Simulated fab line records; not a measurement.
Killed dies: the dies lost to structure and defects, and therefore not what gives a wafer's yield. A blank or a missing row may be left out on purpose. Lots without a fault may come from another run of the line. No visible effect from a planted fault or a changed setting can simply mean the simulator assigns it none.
Matching of chambers | flow n5 finfet | rie diel-01 running N5_BEOL_M7_STRIP_36: 4 sister chambers
The step strips in N2/H2. 4 wafers are shown with their chamber, then 9 later ones without.

== EACH WAFER AND ITS CHAMBER ==
wafer  | chamber | showerhead plenum p Torr (Torr)
L083.5 | 3       | 2.63
L091.2 | 1       | 2.44
L091.3 | 0       | 2.34
L091.4 | 2       | 2.59

== WAFERS WITHOUT THEIR CHAMBER ==
wafer  | showerhead plenum p Torr (Torr)
L086.3 | 2.33
L086.4 | 2.59
L086.5 | 2.44
L092.2 | 2.43
L092.5 | 2.63
L092.6 | 2.33
L097.3 | 2.43
L097.4 | 2.59
L097.6 | 2.43

== WHICH CHAMBER EACH WENT THROUGH ==
wafer  | from the rows above | in truth
L086.3 | 0                   | 0
L086.4 | 2                   | 2
L086.5 | 1                   | 1
L092.2 | 1                   | 1
L092.5 | 3                   | 3
L092.6 | 0                   | 0
L097.3 | 1                   | 1
L097.4 | 2                   | 2
L097.6 | 1                   | 1
Correctly placed: 9 of 9. Can't be placed from these rows: 0. Number placed wrongly: 0.
How it was worked out, from the rows above alone: a wafer's distance from a chamber is the root of the sum, over the readings, of the square of ((its reading less the chamber's mean) divided by the reading's scatter). The wafer belongs to the nearest chamber; if the next one is less than 2 further off, it can't be placed. Each chamber's mean is taken over the wafers shown for it. The scatter: with one shown wafer a chamber, the root of the mean of the squares of how far each hidden wafer lies from its nearest shown one.
